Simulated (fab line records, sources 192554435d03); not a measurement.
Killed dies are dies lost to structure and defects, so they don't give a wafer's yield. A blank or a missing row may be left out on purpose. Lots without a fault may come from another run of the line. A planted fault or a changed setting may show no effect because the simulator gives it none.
Chamber matching | flow n5_finfet | N5_BEOL_M1_DESCUM_16 on rie_diel-05: 4 sister chambers
The step chemistry O2, time 7 s. 27 wafers are shown with their chamber, then 12 later ones without.

WAFERS WITH THEIR CHAMBER
wafer  | chamber | showerhead_plenum_p_Torr (Torr) | throttle_valve_pct (%) | oes_product_au (a.u.)
L078.1 | 2       | 2.12                            | 20.60                  | 0.76
L078.2 | 3       | 2.16                            | 20.59                  | 0.72
L078.3 | 0       | 2.03                            | 20.19                  | 0.77
L079.2 | 2       | 2.12                            | 20.61                  | 0.76
L079.4 | 1       | 2.15                            | 20.51                  | 0.70
L079.5 | 1       | 2.15                            | 20.52                  | 0.71
L080.1 | 1       | 2.15                            | 20.52                  | 0.71
L080.4 | 2       | 2.12                            | 20.60                  | 0.76
L080.5 | 3       | 2.15                            | 20.61                  | 0.72
L083.1 | 2       | 2.12                            | 20.60                  | 0.75
L083.2 | 0       | 2.03                            | 20.20                  | 0.76
L083.3 | 3       | 2.15                            | 20.60                  | 0.71
L083.4 | 1       | 2.15                            | 20.54                  | 0.70
L083.5 | 2       | 2.12                            | 20.61                  | 0.75
L083.6 | 3       | 2.15                            | 20.60                  | 0.71
L088.1 | 2       | 2.11                            | 20.62                  | 0.75
L088.2 | 0       | 2.03                            | 20.21                  | 0.76
L088.3 | 3       | 2.15                            | 20.63                  | 0.70
L088.4 | 3       | 2.15                            | 20.62                  | 0.70
L088.5 | 0       | 2.03                            | 20.20                  | 0.76
L088.6 | 2       | 2.11                            | 20.62                  | 0.74
L090.1 | 0       | 2.02                            | 20.23                  | 0.74
L090.2 | 2       | 2.11                            | 20.61                  | 0.75
L090.3 | 3       | 2.15                            | 20.62                  | 0.70
L090.4 | 2       | 2.11                            | 20.64                  | 0.75
L090.5 | 0       | 2.02                            | 20.21                  | 0.75
L090.6 | 3       | 2.15                            | 20.63                  | 0.70

SIGNATURES (means of the wafers above)
reading                  | chamber 0 | chamber 1 | chamber 2 | chamber 3 | scatter within a chamber
showerhead_plenum_p_Torr | 2.0267    | 2.1500    | 2.1156    | 2.1513    | 0.00439
throttle_valve_pct       | 20.2067   | 20.5225   | 20.6122   | 20.6125   | 0.0137
oes_product_au           | 0.7567    | 0.7050    | 0.7522    | 0.7075    | 0.00818
Rule: a wafer's distance from a chamber is the root of the sum, over the readings, of the square of ((its reading less the chamber's mean) divided by the reading's scatter). The wafer belongs to the nearest chamber; if the next one is less than 2 further off, it can't be placed. The scatter: the root of (the sum of the squares of (reading less its chamber's mean) over the shown wafers, divided by (wafers less chambers)).

WAFERS WITHOUT THEIR CHAMBER
wafer  | showerhead_plenum_p_Torr (Torr) | throttle_valve_pct (%) | oes_product_au (a.u.)
L091.3 | 2.15                            | 20.63                  | 0.70
L091.4 | 2.02                            | 20.21                  | 0.74
L091.6 | 2.02                            | 20.23                  | 0.75
L092.2 | 2.15                            | 20.63                  | 0.69
L092.3 | 2.11                            | 20.64                  | 0.74
L092.5 | 2.14                            | 20.32                  | 1.00
L093.2 | 2.14                            | 20.34                  | 0.97
L093.5 | 2.11                            | 20.62                  | 0.74
L093.6 | 2.14                            | 20.33                  | 0.97
L096.3 | 2.14                            | 20.35                  | 0.97
L096.5 | 2.14                            | 20.34                  | 0.97
L096.6 | 2.02                            | 20.23                  | 0.74

WHICH CHAMBER EACH WENT THROUGH
wafer  | from the rows above     | in truth
L091.3 | 3                       | 3
L091.4 | 0                       | 0
L091.6 | 0                       | 0
L092.2 | 3                       | 3
L092.3 | 2                       | 2
L092.5 | can't be placed: 2 or 1 | 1
L093.2 | can't be placed: 2 or 1 | 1
L093.5 | 2                       | 2
L093.6 | can't be placed: 2 or 1 | 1
L096.3 | can't be placed: 2 or 1 | 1
L096.5 | can't be placed: 2 or 1 | 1
L096.6 | 0                       | 0
Placed correctly: 7 of 12. Can't be placed from these rows: 5 (the true chamber is among the candidates in 5). Placed wrongly: 0.
